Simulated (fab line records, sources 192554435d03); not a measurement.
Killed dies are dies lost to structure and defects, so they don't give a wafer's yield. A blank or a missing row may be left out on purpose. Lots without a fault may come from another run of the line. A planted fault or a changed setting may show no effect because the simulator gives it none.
fab line records | flow n5_finfet
record lots=23 wafers=69 last_day=17
route steps=1938 shown BEOL_M4@1036 BEOL_M5@1129
lots that met no fault: from a run of the same line without faults
start_h: hours from the record's first day to the start of the lot's first wafer shown | wait_h: hours since the lot's step before | " the same as in the row above | L1.1+2: a row that stands for several wafers | - no value, or no start given | * or withheld: withheld | < > ~ a bound
route shown NAME@n: a module of which the file shows steps, and the number in the route of the first | usual: mean/standard deviation of fault-free wafers | same: alike in all rows | chamber/n: place in a boat | sites: the reading at each site | _std_site: their standard deviation | _edge_site: outer sites' mean less inner sites' | radius_mm: how far each site lies from the wafer's centre | mask NAME#n: copy n | behind: the tool/chamber that last shaped the wafer | hold: why the lot was held/for how many hours/how that ended | device: the transistor (n, p or np) that didn't switch | end of line: the same wafers' tests at the end of the route | a step without rows: its recipe alone | killed: dies lost to structure and defects at the first sort, not the wafer's yield | map: a wafer's dies, x killed, . not, _ none there
set.NAME: the setting as run; set.NAME@STEP: as run at that earlier step | model.NAME: the simulator's own value behind a step, which no gauge read
steps of the route over a sample of lots; a table a step, a row a wafer
services: from which hour (start_h, from the record's first day; less than 0 if before it) a tool's chamber was out of use, for how many hours, and why
## steps
# step N5_BEOL_M4_INSPECT_13
# recipe mode=adi inspect_instrument=brightfield
# usual raw_defect_count=389/96
# columns lot.wafer tool chamber start_h wait_h raw_defect_count
L074.2 defect_inspect-02 - 158.53 0.0 299
L074.3 " - " " 237
L074.6 " - " " 372
L076.1 defect_inspect-02 - 161.83 0.1 344
L076.4 " - " " 529
L076.6 " - " " 509
L075.2 defect_inspect-02 - 164.83 0.0 544
L075.5 " - " " 623
L075.6 " - " " 482
L077.2 defect_inspect-02 - 168.80 0.0 432
L077.5 " - " " 342
L077.6 " - " " 355
L078.1 defect_inspect-01 - 173.41 0.1 391
L078.3 " - " " 403
L078.5 " - " " 399
L079.1 defect_inspect-01 - 182.06 0.1 502
L079.2 " - " " 391
L079.4 " - " " 430
L080.1 defect_inspect-02 - 196.46 0.1 600
L080.3 " - " " 463
L080.4 " - " " 558
L082.2 defect_inspect-02 - 201.67 0.0 310
L082.4 " - " " 261
L082.6 " - " " 257
L081.1 defect_inspect-01 - 201.85 0.1 222
L081.3 " - " " 267
L081.5 " - " " 243
L083.1 defect_inspect-02 - 208.32 0.1 294
L083.5 " - " " 458
L083.6 " - " " 433
L084.3 defect_inspect-02 - 220.70 0.0 424
L084.4 " - " " 322
L084.5 " - " " 381
L085.1 defect_inspect-01 - 226.58 0.1 197
L085.4 " - " " 305
L085.5 " - " " 312
L086.1 defect_inspect-02 - 229.88 0.1 391
L086.2 " - " " 274
L086.5 " - " " 385
L087.3 defect_inspect-02 - 235.00 0.0 617
L087.4 " - " " 419
L087.6 " - " " 609
L088.2 defect_inspect-02 - 235.36 0.0 335
L088.3 " - " " 367
L088.5 " - " " 345
L089.1 defect_inspect-02 - 243.42 0.1 420
L089.2 " - " " 318
L089.4 " - " " 408
L090.3 defect_inspect-01 - 248.74 0.0 293
L090.4 " - " " 318
L090.6 " - " " 330
L091.1 defect_inspect-01 - 266.46 0.1 219
L091.3 " - " " 392
L091.4 " - " " 335
L092.2 defect_inspect-01 - 267.60 0.0 444
L092.4 " - " " 421
L092.6 " - " " 394
L093.2 defect_inspect-02 - 270.91 0.0 485
L093.5 " - " " 382
L093.6 " - " " 464
L095.1 defect_inspect-02 - 275.61 0.1 366
L095.3 " - " " 444
L095.4 " - " " 362
L096.2 defect_inspect-02 - 280.81 0.1 430
L096.3 " - " " 402
L096.4 " - " " 308
L094.1 defect_inspect-01 - 282.43 0.1 576
L094.4 " - " " 496
L094.6 " - " " 452
# step N5_BEOL_M4_ETCH_64
# recipe chemistry=N2/H2 target=SOC target_depth_a=750 overetch_a=225 mask_material=SiARC temp_c=40 time_s=121.9 ion_energy_ev=200 pressure_mtorr=30 source_w=840 bias_w=150 n2_flow_sccm=200 h2_flow_sccm=200
# usual drypump_motor_current_A=5.8/0.46 oes_product_au=0.63/0.067 rf_fwd_power_W=836.2/2.7 rf_vpp_V=524.6/1.9 showerhead_plenum_p_Torr=2.58/0.068 throttle_valve_pct=17.83/0.28
# columns lot.wafer tool chamber start_h wait_h drypump_motor_current_A oes_product_au rf_fwd_power_W rf_hours_counter_h rf_vpp_V showerhead_plenum_p_Torr throttle_valve_pct
L074.2 rie_diel-01 3 158.64 0.0 5.5 0.54 832.1 215 521.4 2.52 18.08
L074.3 " 2 " " 5.3 0.53 837.3 230 524.3 2.51 18.07
L074.6 " 0 " " 6.7 0.53 839.0 - 525.6 2.62 18.09
L076.1 rie_diel-01 0 161.95 0.0 6.7 0.53 839.6 248 525.1 2.62 18.09
L076.4 " 2 " " 5.3 0.54 835.0 230 523.5 2.51 18.06
L076.6 " 0 " " 6.7 0.53 836.3 - 525.0 2.62 18.07
L075.2 rie_diel-01 0 164.94 0.0 6.7 0.53 835.6 249 525.1 2.62 18.11
L075.5 " 1 " " 6.4 0.66 837.3 - 523.6 2.57 17.35
L075.6 " 0 " " 6.7 0.53 838.7 - 524.1 2.62 18.10
L077.2 rie_diel-03 1 169.15 0.0 6.0 0.66 835.2 41 521.2 2.48 17.75
L077.5 " 1 " " 6.0 0.66 833.2 - 522.7 2.48 17.74
L077.6 " 2 " " 5.3 0.68 836.1 - 524.9 2.60 17.83
L078.1 rie_diel-06 0 173.56 0.0 5.2 0.60 836.0 132 526.6 2.67 17.92
L078.3 " 3 " " 5.7 0.57 834.5 174 523.8 2.54 18.31
L078.5 " 1 " " 6.1 0.67 830.7 - 527.8 2.71 17.51
L079.1 rie_diel-03 2 182.17 0.0 5.3 0.67 838.5 30 525.5 2.60 17.82
L079.2 " 0 " " 5.9 0.70 835.7 16 527.7 2.59 17.85
L079.4 " 3 " " 5.7 0.72 831.2 7 522.8 2.49 17.49
L080.1 rie_diel-01 1 196.57 0.0 6.4 0.65 833.8 77 524.8 2.56 17.36
L080.3 " 0 " " 6.7 0.72 840.0 3 525.5 2.62 17.58
L080.4 " 2 " " 5.3 0.53 834.3 245 521.8 2.51 18.09
L082.2 rie_diel-03 3 201.79 0.0 5.7 0.71 829.4 14 523.7 2.49 17.50
L082.4 " 2 " " 5.3 0.67 838.2 36 524.5 2.60 17.83
L082.6 " 0 " " 5.9 0.69 837.9 - 524.9 2.59 17.85
L081.1 rie_diel-01 2 201.96 0.0 5.3 0.53 837.8 247 521.1 2.51 18.10
L081.3 " 0 " " 6.7 0.72 838.2 6 523.0 2.62 17.59
L081.5 " 3 " " 5.5 0.53 833.6 - 522.3 2.51 18.10
L083.1 rie_diel-06 0 208.44 0.0 5.2 0.59 841.2 149 527.1 2.66 17.98
L083.5 " 2 " " 5.6 0.76 834.9 - 524.6 2.61 17.75
L083.6 " 1 " " 6.0 0.66 834.0 - 527.9 2.70 17.53
L084.3 rie_diel-06 1 220.86 0.0 6.0 0.64 837.6 52 528.7 2.70 17.55
L084.4 " 3 " " 5.7 0.56 838.2 193 523.4 2.53 18.36
L084.5 " 1 " " 6.0 0.65 834.5 - 526.8 2.70 17.54
L085.1 rie_diel-06 2 226.69 0.0 5.6 0.74 839.6 7 525.7 2.61 17.76
L085.4 " 1 " " 6.0 0.65 838.1 54 526.5 2.70 17.55
L085.5 " 1 " " 6.1 0.65 840.1 - 528.9 2.70 17.54
L086.1 rie_diel-06 2 229.99 0.0 5.5 0.73 838.1 8 527.1 2.61 17.74
L086.2 " 1 " " 6.1 0.65 835.8 55 528.1 2.70 17.54
L086.5 " 2 " " 5.5 0.73 842.0 - 524.7 2.61 17.77
L087.3 rie_diel-01 2 235.11 0.0 5.3 0.73 832.1 2 521.1 2.50 17.66
L087.4 " 0 " " 6.7 0.69 838.9 18 525.0 2.61 17.61
L087.6 " 3 " " 5.5 0.52 832.7 - 523.0 2.50 18.12
L088.2 rie_diel-06 2 235.47 0.0 5.6 0.72 836.9 10 524.9 2.61 17.77
L088.3 " 3 " " 5.7 0.56 834.0 199 525.1 2.53 18.35
L088.5 " 0 " " 5.1 0.60 836.3 - 526.3 2.65 17.98
L089.1 rie_diel-06 2 243.54 0.0 5.6 0.71 838.6 14 524.9 2.61 17.78
L089.2 " 0 " " 5.1 0.58 837.7 160 525.3 2.65 18.01
L089.4 " 3 " " 5.6 0.55 830.2 203 523.8 2.53 18.36
L090.3 rie_diel-06 2 248.86 0.0 5.5 0.71 838.6 15 525.3 2.61 17.78
L090.4 " 3 " " 5.7 0.56 835.1 205 524.3 2.53 18.38
L090.6 " 1 " " 6.0 0.65 837.0 - 526.7 2.69 17.57
L091.1 rie_diel-03 3 266.58 0.0 5.7 0.68 835.2 34 522.4 2.48 17.52
L091.3 " 1 " " 6.0 0.63 839.5 74 522.2 2.47 17.81
L091.4 " 0 " " 5.9 0.66 838.4 46 524.3 2.58 17.90
L092.2 rie_diel-01 1 267.77 0.0 6.4 0.62 831.7 104 523.9 2.55 17.42
L092.4 " 2 " " 5.3 0.69 832.9 16 521.8 2.50 17.68
L092.6 " 0 " " 6.7 0.67 839.3 - 525.9 2.61 17.62
L093.2 rie_diel-03 2 271.11 0.0 5.4 0.64 836.0 58 524.7 2.59 17.87
L093.5 " 0 " " 5.8 0.66 839.0 - 525.6 2.58 17.91
L093.6 " 3 " " 5.7 0.67 834.3 - 523.5 2.48 17.54
L095.1 rie_diel-03 2 275.82 0.0 5.4 0.64 836.7 60 525.6 2.59 17.89
L095.3 " 3 " " 5.8 0.68 833.5 38 522.8 2.48 17.54
L095.4 " 3 " " 5.8 0.67 838.9 - 520.8 2.48 17.53
L096.2 rie_diel-06 1 280.93 0.0 6.0 0.63 836.1 71 528.9 2.69 17.57
L096.3 " 3 " " 5.7 0.55 837.2 214 524.0 2.52 18.39
L096.4 " 0 " " 5.2 0.58 842.1 172 527.3 2.65 18.03
L094.1 rie_diel-06 3 282.54 0.0 5.7 0.56 836.4 214 521.8 2.52 18.40
L094.4 " 1 " " 6.1 0.63 834.8 72 527.7 2.69 17.57
L094.6 " 2 " " 5.6 0.70 837.4 - 526.1 2.60 17.79
# step N5_BEOL_M4_ETCHBACK_99
# recipe chemistry=CHF3 target=SiO2 target_depth_a=50 time_s=10.4 source_w=215 bias_w=47 Ar_flow_sccm=200 CHF3_flow_sccm=12 ion_energy_ev=100 pressure_mtorr=30
# usual drypump_motor_current_A=5.8/0.48 oes_product_au=0.84/0.085 rf_fwd_power_W=211.8/1.2 rf_vpp_V=239/3.8 showerhead_plenum_p_Torr=2.17/0.052 throttle_valve_pct=17.02/0.24
# columns lot.wafer tool chamber start_h wait_h drypump_motor_current_A oes_product_au rf_fwd_power_W rf_hours_counter_h rf_vpp_V showerhead_plenum_p_Torr throttle_valve_pct
L074.2 rie_diel-06 0 160.99 1.3 5.1 0.79 210.5 128 246 2.26 17.16
L074.3 " 1 " " 6.0 0.90 211.4 27 242 2.31 16.86
L074.6 " 2 " " 5.6 0.69 211.9 - 244 2.22 17.39
L076.1 rie_diel-06 0 164.55 1.6 5.2 0.79 212.1 129 245 2.26 17.17
L076.4 " 1 " " 6.1 0.91 212.1 28 241 2.31 16.88
L076.6 " 2 " " 5.6 0.69 212.6 - 240 2.22 17.39
L075.2 rie_diel-03 2 167.77 1.7 5.3 0.89 213.6 24 236 2.20 17.04
L075.5 " 2 " " 5.3 0.89 213.9 - 238 2.20 17.05
L075.6 " 1 " " 6.0 0.87 213.1 - 238 2.12 17.12
L077.2 rie_diel-01 3 174.12 3.8 5.5 0.71 212.4 221 239 2.13 17.22
L077.5 " 2 " " 5.3 0.69 208.8 - 233 2.12 17.32
L077.6 " 1 " " 6.4 0.86 210.8 - 242 2.18 16.72
L078.1 rie_diel-01 1 175.21 0.5 6.4 0.86 211.4 68 243 2.18 16.74
L078.3 " 2 " " 5.3 0.70 210.1 237 233 2.12 17.36
L078.5 " 1 " " 6.4 0.86 211.1 - 242 2.18 16.73
L079.1 rie_diel-03 0 185.30 1.4 5.9 0.92 212.3 18 244 2.19 17.08
L079.2 " 1 " " 6.0 0.87 211.4 46 236 2.12 17.11
L079.4 " 3 " " 5.8 0.96 209.5 8 234 2.10 16.57
L080.1 rie_diel-01 0 198.83 0.7 6.7 0.95 212.5 5 235 2.20 16.84
L080.3 " 2 " " 5.3 0.70 210.3 246 232 2.12 17.36
L080.4 " 1 " " 6.4 0.85 210.9 78 243 2.18 16.75
L082.2 rie_diel-01 1 203.16 0.1 6.4 0.84 210.6 79 242 2.18 16.76
L082.4 " 3 " " 5.5 0.70 211.9 233 239 2.12 17.24
L082.6 " 0 " " 6.7 0.95 212.5 - 235 2.20 16.82
L081.1 rie_diel-03 0 203.28 0.1 5.8 0.92 212.0 25 242 2.19 17.08
L081.3 " 1 " " 6.0 0.85 211.3 52 235 2.12 17.13
L081.5 " 1 " " 6.0 0.85 212.8 - 236 2.12 17.14
L083.1 rie_diel-01 3 211.08 1.2 5.5 0.69 212.0 237 236 2.12 17.23
L083.5 " 0 " " 6.7 0.93 213.9 - 236 2.20 16.85
L083.6 " 1 " " 6.4 0.85 211.2 - 243 2.18 16.76
L084.3 rie_diel-01 1 222.69 0.3 6.4 0.83 210.7 87 242 2.18 16.77
L084.4 " 1 " " 6.4 0.84 210.6 - 241 2.18 16.76
L084.5 " 0 " " 6.7 0.93 214.6 - 236 2.20 16.85
L085.1 rie_diel-03 3 229.25 1.6 5.7 0.92 210.3 22 235 2.09 16.61
L085.4 " 0 " " 5.8 0.88 211.4 33 243 2.19 17.09
L085.5 " 0 " " 5.9 0.89 211.8 - 245 2.19 17.10
L086.1 rie_diel-01 0 234.21 2.9 6.7 0.92 213.0 18 236 2.20 16.88
L086.2 " 3 " " 5.5 0.69 211.9 246 238 2.12 17.27
L086.5 " 1 " " 6.4 0.84 210.9 - 242 2.17 16.79
L087.3 rie_diel-01 0 238.28 1.8 6.7 0.92 213.7 19 234 2.20 16.87
L087.4 " 3 " " 5.5 0.69 212.5 247 240 2.12 17.28
L087.6 " 1 " " 6.4 0.84 210.7 - 241 2.17 16.78
L088.2 rie_diel-03 3 238.59 1.8 5.7 0.93 210.6 25 234 2.09 16.61
L088.3 " 2 " " 5.3 0.85 213.2 47 238 2.19 17.10
L088.5 " 3 " " 5.7 0.93 210.6 - 234 2.09 16.62
L089.1 rie_diel-06 0 247.87 3.2 5.1 0.76 211.0 162 247 2.25 17.21
L089.2 " 2 " " 5.6 0.94 212.6 15 242 2.21 16.92
L089.4 " 1 " " 6.0 0.86 212.8 61 241 2.29 16.93
L090.3 rie_diel-01 0 257.63 7.7 6.7 0.90 213.7 27 237 2.20 16.88
L090.4 " 0 " " 6.7 0.90 214.1 - 237 2.20 16.88
L090.6 " 1 " " 6.5 0.82 210.9 - 242 2.17 16.79
L091.1 rie_diel-03 3 268.85 1.1 5.7 0.90 211.0 35 234 2.09 16.64
L091.3 " 0 " " 5.9 0.87 212.4 46 245 2.18 17.14
L091.4 " 2 " " 5.3 0.84 213.8 - 237 2.19 17.09
L092.2 rie_diel-01 2 269.08 0.1 5.3 0.92 210.2 17 232 2.11 16.93
L092.4 " 3 " " 5.4 0.99 212.8 2 238 2.12 16.84
L092.6 " 1 " " 6.4 0.81 210.8 - 242 2.17 16.79
L093.2 rie_diel-06 1 284.16 11.9 6.0 0.84 212.5 72 241 2.29 16.96
L093.5 " 0 " " 5.1 0.76 211.8 - 245 2.25 17.22
L093.6 " 3 " " 5.7 0.74 211.4 - 236 2.11 17.46
L095.1 rie_diel-06 1 292.48 15.0 6.0 0.83 212.5 76 241 2.29 16.94
L095.3 " 0 " " 5.1 0.75 211.7 177 246 2.24 17.24
L095.4 " 2 " " 5.6 0.90 213.1 31 243 2.20 16.96
L096.2 rie_diel-03 1 294.18 11.4 6.0 0.81 212.6 82 237 2.11 17.18
L096.3 " 3 " " 5.8 0.89 211.5 46 236 2.09 16.65
L096.4 " 2 " " 5.3 0.83 213.4 69 237 2.18 17.14
L094.1 rie_diel-03 2 295.34 10.6 5.3 0.83 214.2 70 238 2.18 17.13
L094.4 " 0 " " 5.8 0.86 212.2 55 244 2.18 17.15
L094.6 " 3 " " 5.7 0.90 211.4 - 233 2.09 16.66
# step N5_BEOL_M4_SPUTTER_88
# recipe material=Cu target_thk_a=45 temp_c=-20 chamber_pressure_pa=0.07 power_w=withheld time_s=8.29
# usual chuck_gas_flow_sccm=1.27/0.057 throttle_valve_pct=29.8/0.94
# columns lot.wafer tool chamber start_h wait_h chuck_gas_flow_sccm throttle_valve_pct
L074.2 pvd_sputter-01 - 163.26 0.1 1.25 30.0
L074.3 " - " " 1.33 29.3
L074.6 " - " " 1.24 30.2
L076.1 pvd_sputter-01 - 167.32 0.1 1.34 30.2
L076.4 " - " " 1.26 31.4
L076.6 " - " " 1.30 29.4
L075.2 pvd_sputter-03 - 171.32 0.1 1.20 28.8
L075.5 " - " " 1.27 29.8
L075.6 " - " " 1.20 28.8
L077.2 pvd_sputter-02 - 177.13 0.1 1.29 29.2
L077.5 " - " " 1.15 28.6
L077.6 " - " " 1.32 29.2
L078.1 pvd_sputter-01 - 179.45 0.1 1.31 29.8
L078.3 " - " " 1.27 29.4
L078.5 " - " " 1.21 31.5
L079.1 pvd_sputter-03 - 188.44 0.1 1.26 30.9
L079.2 " - " " 1.24 28.5
L079.4 " - " " 1.34 31.8
L080.1 pvd_sputter-02 - 201.33 0.1 1.24 28.6
L080.3 " - " " 1.25 29.2
L080.4 " - " " 1.15 29.5
L082.2 pvd_sputter-01 - 205.88 0.1 1.24 29.4
L082.4 " - " " 1.27 30.2
L082.6 " - " " 1.23 30.1
L081.1 pvd_sputter-02 - 206.76 0.1 1.40 29.2
L081.3 " - " " 1.24 29.1
L081.5 " - " " 1.31 29.5
L083.1 pvd_sputter-02 - 213.84 0.1 1.14 28.6
L083.5 " - " " 1.27 28.5
L083.6 " - " " 1.28 29.3
L084.3 pvd_sputter-01 - 224.88 0.1 1.29 30.3
L084.4 " - " " 1.30 29.3
L084.5 " - " " 1.27 31.2
L085.1 pvd_sputter-01 - 234.12 0.1 1.22 31.5
L085.4 " - " " 1.31 30.0
L085.5 " - " " 1.36 31.2
L086.1 pvd_sputter-02 - 236.79 0.1 1.22 28.5
L086.2 " - " " 1.27 28.8
L086.5 " - " " 1.31 29.2
L087.3 pvd_sputter-01 - 240.92 0.1 1.27 31.1
L087.4 " - " " 1.28 29.4
L087.6 " - " " 1.23 31.3
L088.2 pvd_sputter-03 - 242.84 0.1 1.32 29.6
L088.3 " - " " 1.37 31.6
L088.5 " - " " 1.18 31.7
L089.1 pvd_sputter-01 - 252.05 0.1 1.28 30.1
L089.2 " - " " 1.35 31.4
L089.4 " - " " 1.35 29.7
L090.3 pvd_sputter-03 - 260.83 0.1 1.33 30.5
L090.4 " - " " 1.16 28.6
L090.6 " - " " 1.25 28.8
L091.1 pvd_sputter-02 - 272.03 0.1 1.22 29.2
L091.3 " - " " 1.28 28.4
L091.4 " - " " 1.24 29.5
L092.2 pvd_sputter-03 - 273.71 0.1 1.27 30.8
L092.4 " - " " 1.27 28.7
L092.6 " - " " 1.25 31.7
L093.2 pvd_sputter-02 - 287.49 0.1 1.28 29.4
L093.5 " - " " 1.22 28.7
L093.6 " - " " 1.20 29.2
L095.1 pvd_sputter-02 - 294.57 0.1 1.33 28.7
L095.3 " - " " 1.33 29.6
L095.4 " - " " 1.27 29.6
L096.2 pvd_sputter-02 - 296.53 0.1 1.20 28.8
L096.3 " - " " 1.31 29.4
L096.4 " - " " 1.24 28.3
L094.1 pvd_sputter-02 - 298.61 0.1 1.27 29.0
L094.4 " - " " 1.23 28.7
L094.6 " - " " 1.24 29.6
# step N5_BEOL_M5_DESCUM_16
# recipe chemistry=O2 time_s=7 source_power_w=50 bias_power_w=20 pressure_mtorr=20 rf_frequency_hz=2.712e+07 temp_c=40 resist=CAR-EUV o2_flow_sccm=225
# usual drypump_motor_current_A=5.8/0.51 oes_product_au=0.81/0.099 rf_fwd_power_W=49.27/0.27 rf_vpp_V=243.3/1.5 showerhead_plenum_p_Torr=2.11/0.077 throttle_valve_pct=20.37/0.17
# columns lot.wafer tool chamber start_h wait_h drypump_motor_current_A oes_product_au rf_fwd_power_W rf_hours_counter_h rf_vpp_V showerhead_plenum_p_Torr throttle_valve_pct
L074.2 rie_diel-04 2 169.13 0.1 5.7 0.69 48.93 234 243.9 2.16 20.46
L074.3 " 0 " " 5.4 0.66 49.24 245 243.4 2.14 20.83
L074.6 " 3 " " 5.5 0.97 49.14 - 243.8 2.26 20.15
L076.1 rie_diel-05 2 172.90 0.0 6.5 0.92 49.68 31 242.9 2.06 20.42
L076.4 " 3 " " 6.3 0.79 49.19 95 241.9 2.02 20.31
L076.6 " 3 " " 6.3 0.79 49.14 - 243.3 2.02 20.32
L075.2 rie_diel-05 2 176.05 0.0 6.5 0.91 49.65 32 242.1 2.06 20.41
L075.5 " 3 " " 6.3 0.78 48.90 - 242.5 2.02 20.32
L075.6 " 0 " " 5.5 0.71 49.07 - 245.9 2.15 20.33
L077.2 rie_diel-02 2 181.82 0.1 6.7 0.84 49.21 71 244.7 2.11 20.66
L077.5 " 0 " " 5.0 0.69 49.76 - 240.0 1.96 20.50
L077.6 " 3 " " 6.5 0.78 49.24 - 242.7 2.08 20.47
L078.1 rie_diel-05 2 184.16 0.0 6.5 0.91 49.64 34 242.1 2.06 20.43
L078.3 " 3 " " 6.3 0.78 48.96 98 241.9 2.02 20.32
L078.5 " 0 " " 5.4 0.71 49.17 - 244.6 2.15 20.33
L079.1 rie_diel-04 3 193.65 0.0 5.5 0.94 49.46 14 245.1 2.26 20.17
L079.2 " 1 " " 5.4 0.67 49.18 247 243.9 2.14 20.24
L079.4 " 1 " " 5.3 0.67 49.05 - 243.4 2.14 20.23
L080.1 rie_diel-05 3 206.65 0.2 6.3 0.79 49.15 106 242.6 2.02 20.34
L080.3 " 0 " " 5.5 0.71 48.85 216 243.6 2.15 20.33
L080.4 " 1 " " 5.6 0.77 49.52 145 242.2 2.02 20.33
L082.2 rie_diel-04 3 211.95 0.0 5.5 0.92 49.32 22 245.1 2.25 20.16
L082.4 " 1 " " 5.3 0.67 49.24 - 245.1 2.13 20.25
L082.6 " 3 " " 5.5 0.91 49.18 - 243.7 2.25 20.18
L081.1 rie_diel-05 2 212.10 0.0 6.5 0.89 49.58 43 243.1 2.06 20.45
L081.3 " 0 " " 5.5 0.70 48.97 218 243.1 2.15 20.35
L081.5 " 0 " " 5.5 0.69 49.18 - 245.0 2.15 20.35
L083.1 rie_diel-04 2 220.95 0.3 5.7 0.68 48.76 253 244.2 2.15 20.50
L083.5 " 3 " " 5.5 0.91 49.22 - 244.1 2.25 20.20
L083.6 " 2 " " 5.7 0.68 49.06 - 244.0 2.15 20.50
L084.3 rie_diel-04 0 230.01 0.0 5.4 0.96 49.26 3 245.2 2.13 20.51
L084.4 " 0 " " 5.4 0.96 49.23 - 244.6 2.13 20.55
L084.5 " 3 " " 5.5 0.91 49.59 - 245.4 2.25 20.19
L085.1 rie_diel-02 0 239.05 0.0 5.0 0.99 49.50 9 244.8 2.22 20.06
L085.4 " 3 " " 6.5 0.77 49.43 173 242.2 2.08 20.46
L085.5 " 1 " " 6.2 0.91 49.76 - 242.4 2.04 20.27
L086.1 rie_diel-05 1 242.93 0.3 5.6 0.75 49.35 157 242.3 2.01 20.35
L086.2 " 3 " " 6.3 0.77 49.09 118 240.6 2.01 20.36
L086.5 " 1 " " 5.6 0.75 49.54 - 240.7 2.01 20.37
L087.3 rie_diel-04 0 246.53 0.0 5.4 0.94 49.39 9 244.2 2.13 20.54
L087.4 " 3 " " 5.5 0.89 49.33 35 244.2 2.25 20.19
L087.6 " 0 " " 5.4 0.93 49.44 - 244.5 2.13 20.54
L088.2 rie_diel-05 0 247.67 0.0 5.5 0.69 48.95 229 245.9 2.15 20.36
L088.3 " 2 " " 6.5 0.87 49.72 55 242.3 2.05 20.46
L088.5 " 0 " " 5.5 0.69 48.91 - 245.0 2.15 20.36
L089.1 rie_diel-02 0 257.62 0.3 5.0 0.97 49.79 15 244.7 2.22 20.06
L089.2 " 2 " " 6.7 0.81 49.22 97 243.6 2.10 20.70
L089.4 " 3 " " 6.4 0.76 49.53 178 241.9 2.07 20.49
L090.3 rie_diel-04 1 266.43 0.1 5.4 0.95 49.33 5 243.8 2.13 19.93
L090.4 " 1 " " 5.4 0.94 49.33 - 244.7 2.13 19.92
L090.6 " 0 " " 5.4 0.92 49.30 - 245.5 2.13 20.55
L091.1 rie_diel-05 0 276.63 0.0 5.5 0.70 49.05 237 245.7 2.14 20.38
L091.3 " 1 " " 5.6 0.75 49.10 166 240.9 2.01 20.38
L091.4 " 3 " " 6.4 0.77 49.23 128 241.0 2.01 20.37
L092.2 rie_diel-02 0 279.62 0.0 5.0 0.96 49.50 21 246.7 2.21 20.10
L092.4 " 2 " " 6.7 0.80 49.39 104 243.5 2.10 20.71
L092.6 " 3 " " 6.4 0.75 49.20 - 241.9 2.07 20.52
L093.2 rie_diel-05 2 292.37 0.1 6.5 0.85 49.69 67 242.8 2.05 20.48
L093.5 " 0 " " 5.5 0.69 49.19 - 242.5 2.14 20.38
L093.6 " 3 " " 6.3 0.76 49.06 - 242.6 2.01 20.36
L095.1 rie_diel-04 2 298.98 0.0 5.7 1.01 48.62 2 243.4 2.15 20.04
L095.3 " 0 " " 5.4 0.89 49.25 26 244.1 2.12 20.57
L095.4 " 1 " " 5.4 0.91 49.49 16 244.2 2.13 19.93
L096.2 rie_diel-02 1 300.97 0.1 6.2 0.87 49.61 34 242.6 2.04 20.28
L096.3 " 2 " " 6.7 0.79 49.00 111 244.1 2.10 20.72
L096.4 " 0 " " 5.0 0.94 49.76 27 244.0 2.21 20.11
L094.1 rie_diel-05 3 303.82 0.0 6.3 0.76 48.97 135 242.7 2.01 20.37
L094.4 " 2 " " 6.5 0.86 49.80 70 241.8 2.05 20.48
L094.6 " 2 " " 6.5 0.85 49.67 - 242.9 2.05 20.48
# step N5_BEOL_M5_CD_MEAS_18
# recipe pitch_nm=56 target_cd_nm=28
# usual cd_nm=28.1/0.4
# columns lot.wafer tool chamber start_h wait_h cd_nm
L074.2 cd_sem-01 - 169.55 0.1 28.2
L074.3 " - " " 28.2
L074.6 " - " " 28.2
L076.1 cd_sem-01 - 173.33 0.0 28.4
L076.4 " - " " 28.1
L076.6 " - " " 28.3
L075.2 cd_sem-02 - 176.52 0.1 27.7
L075.5 " - " " 28.2
L075.6 " - " " 27.7
L077.2 cd_sem-02 - 182.25 0.1 28.0
L077.5 " - " " 28.4
L077.6 " - " " 28.0
L078.1 cd_sem-01 - 184.59 0.0 28.2
L078.3 " - " " 27.9
L078.5 " - " " 27.8
L079.1 cd_sem-02 - 194.08 0.0 27.7
L079.2 " - " " 27.7
L079.4 " - " " 27.7
L080.1 cd_sem-03 - 207.09 0.0 27.9
L080.3 " - " " 27.7
L080.4 " - " " 27.8
L082.2 cd_sem-02 - 212.40 0.1 27.6
L082.4 " - " " 27.9
L082.6 " - " " 27.8
L081.1 cd_sem-02 - 212.56 0.0 28.0
L081.3 " - " " 28.2
L081.5 " - " " 28.3
L083.1 cd_sem-03 - 221.41 0.0 28.2
L083.5 " - " " 28.1
L083.6 " - " " 28.6
L084.3 cd_sem-02 - 230.47 0.1 27.8
L084.4 " - " " 28.5
L084.5 " - " " 28.1
L085.1 cd_sem-01 - 239.48 0.0 28.2
L085.4 " - " " 28.2
L085.5 " - " " 28.0
L086.1 cd_sem-03 - 243.53 0.0 28.2
L086.2 " - " " 28.2
L086.5 " - " " 28.9
L087.3 cd_sem-03 - 246.96 0.1 28.3
L087.4 " - " " 27.8
L087.6 " - " " 28.4
L088.2 cd_sem-03 - 248.11 0.1 27.4
L088.3 " - " " 27.5
L088.5 " - " " 27.6
L089.1 cd_sem-03 - 258.14 0.0 28.4
L089.2 " - " " 28.0
L089.4 " - " " 27.5
L090.3 cd_sem-03 - 267.08 0.1 28.4
L090.4 " - " " 28.0
L090.6 " - " " 28.4
L091.1 cd_sem-03 - 277.06 0.0 28.3
L091.3 " - " " 28.3
L091.4 " - " " 28.0
L092.2 cd_sem-01 - 280.05 0.1 28.1
L092.4 " - " " 28.0
L092.6 " - " " 28.8
L093.2 cd_sem-03 - 292.80 0.1 28.4
L093.5 " - " " 28.8
L093.6 " - " " 28.4
L095.1 cd_sem-01 - 299.40 0.0 28.6
L095.3 " - " " 28.2
L095.4 " - " " 27.9
L096.2 cd_sem-02 - 301.56 0.1 29.0
L096.3 " - " " 28.6
L096.4 " - " " 28.5
L094.1 cd_sem-01 - 304.25 0.0 28.0
L094.4 " - " " 28.3
L094.6 " - " " 27.8
## services
# columns tool chamber start_h hours kind
rie_diel-06 - 139.31 0.5 repair
rie_diel-04 1 142.41 4.1 repair
rie_diel-05 0 149.93 9.9 repair
rie_diel-06 3 155.87 5.8 repair
rie_diel-01 0 167.59 - clean
rie_diel-01 0 167.59 - consumable_replace:focus_ring
rie_diel-01 0 167.59 20.5 scheduled_down
rie_diel-01 0 167.59 20.5 vent_cycle
rie_diel-06 2 184.66 - clean
rie_diel-06 2 184.66 - consumable_replace:focus_ring
rie_diel-06 2 184.66 21.6 scheduled_down
rie_diel-06 2 184.66 21.6 vent_cycle
rie_diel-01 2 210.24 - clean
rie_diel-01 2 210.24 - consumable_replace:focus_ring
rie_diel-01 2 210.24 15.4 scheduled_down
rie_diel-01 2 210.24 15.4 vent_cycle
rie_diel-03 - 221.21 0.3 repair
rie_diel-01 3 247.96 - clean
rie_diel-01 3 247.96 - consumable_replace:focus_ring
rie_diel-01 3 247.96 16.2 scheduled_down
rie_diel-01 3 247.96 16.2 vent_cycle
rie_diel-03 1 267.61 8.5 repair
rie_diel-01 - 282.13 15.6 pm
rie_diel-03 0 288.61 3.7 repair
## key
fault none
